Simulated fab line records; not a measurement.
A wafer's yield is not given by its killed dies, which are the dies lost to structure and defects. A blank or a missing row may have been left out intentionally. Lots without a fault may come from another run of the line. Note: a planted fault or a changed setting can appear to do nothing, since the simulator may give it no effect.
Which tool did it? :: flow n5 finfet :: Sampling: 9 lots, 27 wafers, 5 of 1938 route steps

WHAT EACH GAUGE READ, for each wafer
N5_BEOL_M0_RS_MEAS_126: a four-point-probe measurement.
lot: L075
measured: day 6 11:44
on: film metro-01
M0_RS (ohm/sq): 0.526 0.516 0.505

lot: L078
measured: day 7 01:23
on: film metro-02
M0_RS (ohm/sq): 0.538 0.515 0.520

lot: L080
measured: day 7 10:06
on: film metro-02
M0_RS (ohm/sq): 0.557 0.522 0.541

lot: L082
measured: day 8 01:30
on: film metro-02
M0_RS (ohm/sq): 0.517 0.526 0.519

lot: L084
measured: day 8 13:46
on: film metro-01
M0_RS (ohm/sq): 0.541 0.540 0.514

lot: L086
measured: day 8 23:10
on: film metro-02
M0_RS (ohm/sq): 0.506 0.547 0.548

lot: L090
measured: day 9 23:07
on: film metro-02
M0_RS (ohm/sq): 0.521 0.543 0.521

lot: L094
measured: day 11 06:22
on: film metro-01
M0_RS (ohm/sq): 0.518 0.523 0.523

lot: L097
measured: day 12 02:11
on: film metro-01
M0_RS (ohm/sq): 0.562 0.562 0.513

WHAT TOOL EACH LOT RAN ON (gives the tool, then ch and the chambers of the sampled wafers, and finally the start)
lot: L075
N5_BEOL_M0_SAQP_ETCH_84: rie diel-05 ch 1,2, day 5 18:53
N5_BEOL_M0_SAQP_ETCH_102: rie si-06 ch 0,1,3, day 5 20:46
N5_BEOL_M0_SAQP_ETCH_73: rie diel-04 ch 1,3, day 5 23:01
N5_BEOL_M0_TRENCH_ETCH_107: rie diel-03 ch 0,1,3, day 6 07:12

lot: L078
N5_BEOL_M0_SAQP_ETCH_84: rie diel-05 ch 0,2,3, day 6 15:18
N5_BEOL_M0_SAQP_ETCH_102: rie si-06 ch 0,2,3, day 6 16:56
N5_BEOL_M0_SAQP_ETCH_73: rie diel-02 ch 0,2,3, day 6 19:15
N5_BEOL_M0_TRENCH_ETCH_107: rie diel-01 ch 0,1,3, day 6 23:00

lot: L080
N5_BEOL_M0_SAQP_ETCH_84: rie diel-05 ch 0,1,2, day 6 23:02
N5_BEOL_M0_SAQP_ETCH_102: rie si-04 ch 0,1,3, day 7 00:40
N5_BEOL_M0_SAQP_ETCH_73: rie diel-02 ch 0,1,2, day 7 03:53
N5_BEOL_M0_TRENCH_ETCH_107: rie diel-06 ch 1,3, day 7 06:49

lot: L082
N5_BEOL_M0_SAQP_ETCH_84: rie diel-04 ch 0,1, day 7 13:13
N5_BEOL_M0_SAQP_ETCH_102: rie si-04 ch 0,2,3, day 7 15:11
N5_BEOL_M0_SAQP_ETCH_73: rie diel-04 ch 0,2, day 7 17:29
N5_BEOL_M0_TRENCH_ETCH_107: rie diel-06 ch 1,3, day 7 20:44

lot: L084
N5_BEOL_M0_SAQP_ETCH_84: rie diel-02 ch 0,2,3, day 8 02:37
N5_BEOL_M0_SAQP_ETCH_102: rie si-01 ch 0,2,3, day 8 04:17
N5_BEOL_M0_SAQP_ETCH_73: rie diel-02 ch 0,1, day 8 06:31
N5_BEOL_M0_TRENCH_ETCH_107: rie diel-01 ch 0,1,3, day 8 11:15

lot: L086
N5_BEOL_M0_SAQP_ETCH_84: rie diel-02 ch 1,2,3, day 8 09:57
N5_BEOL_M0_SAQP_ETCH_102: rie si-04 ch 1,2,3, day 8 11:53
N5_BEOL_M0_SAQP_ETCH_73: rie diel-02 ch 0,1,3, day 8 14:42
N5_BEOL_M0_TRENCH_ETCH_107: rie diel-03 ch 0,2,3, day 8 19:39

lot: L090
N5_BEOL_M0_SAQP_ETCH_84: rie diel-05 ch 1,3, day 9 11:37
N5_BEOL_M0_SAQP_ETCH_102: rie si-06 ch 1,2,3, day 9 13:30
N5_BEOL_M0_SAQP_ETCH_73: rie diel-02 ch 0,1,3, day 9 16:07
N5_BEOL_M0_TRENCH_ETCH_107: rie diel-01 ch 2,3, day 9 19:00

lot: L094
N5_BEOL_M0_SAQP_ETCH_84: rie diel-02 ch 0,2,3, day 10 16:01
N5_BEOL_M0_SAQP_ETCH_102: rie si-01 ch 0,3, day 10 18:06
N5_BEOL_M0_SAQP_ETCH_73: rie diel-04 ch 0,1, day 10 20:19
N5_BEOL_M0_TRENCH_ETCH_107: rie diel-03 ch 2,3, day 11 02:07

lot: L097
N5_BEOL_M0_SAQP_ETCH_84: rie diel-04 ch 0,2,3, day 11 05:17
N5_BEOL_M0_SAQP_ETCH_102: rie si-04 ch 0,2, day 11 06:54
N5_BEOL_M0_SAQP_ETCH_73: rie diel-04 ch 1,2, day 11 09:24
N5_BEOL_M0_TRENCH_ETCH_107: rie diel-03 ch 0,1,3, day 11 23:27
- N5_BEOL_M0_SAQP_ETCH_84: etches SOC in N2/H2, target depth 100 nm, overetch 20 nm, time 150 s.
- N5_BEOL_M0_SAQP_ETCH_102: etches SiO2 in CF4, target depth 4 nm, time 4.4 s.
- N5_BEOL_M0_SAQP_ETCH_73: etches SiARC in CF4, target depth 19.5 nm, time 32.5 s.
- N5_BEOL_M0_TRENCH_ETCH_107: etches SiOC in C4F6/O2, target depth 32.8 nm, time 16.4 s.

THE ANSWER, worked out from the rows above alone
Rule: the lots themselves supply what counts as usual. Put in order of their means at a reading, lots are off if they are a third of the lots or fewer, leave a main group of 4 or more, and stand apart from it by a gap of 3 or more times the standard deviation of the main group's means; of several such gaps the widest counts. The tables above print the reading to a certain number of digits; a main group whose means all agree to those digits is not used. Also off: a lot with no number at a reading for which 4 or more lots have one. Where the step has rows for the other lots, those lots are counted as sound.
None of the lots is off at any reading shown; this tells nothing.

WHAT THE SIMULATOR PUT IN
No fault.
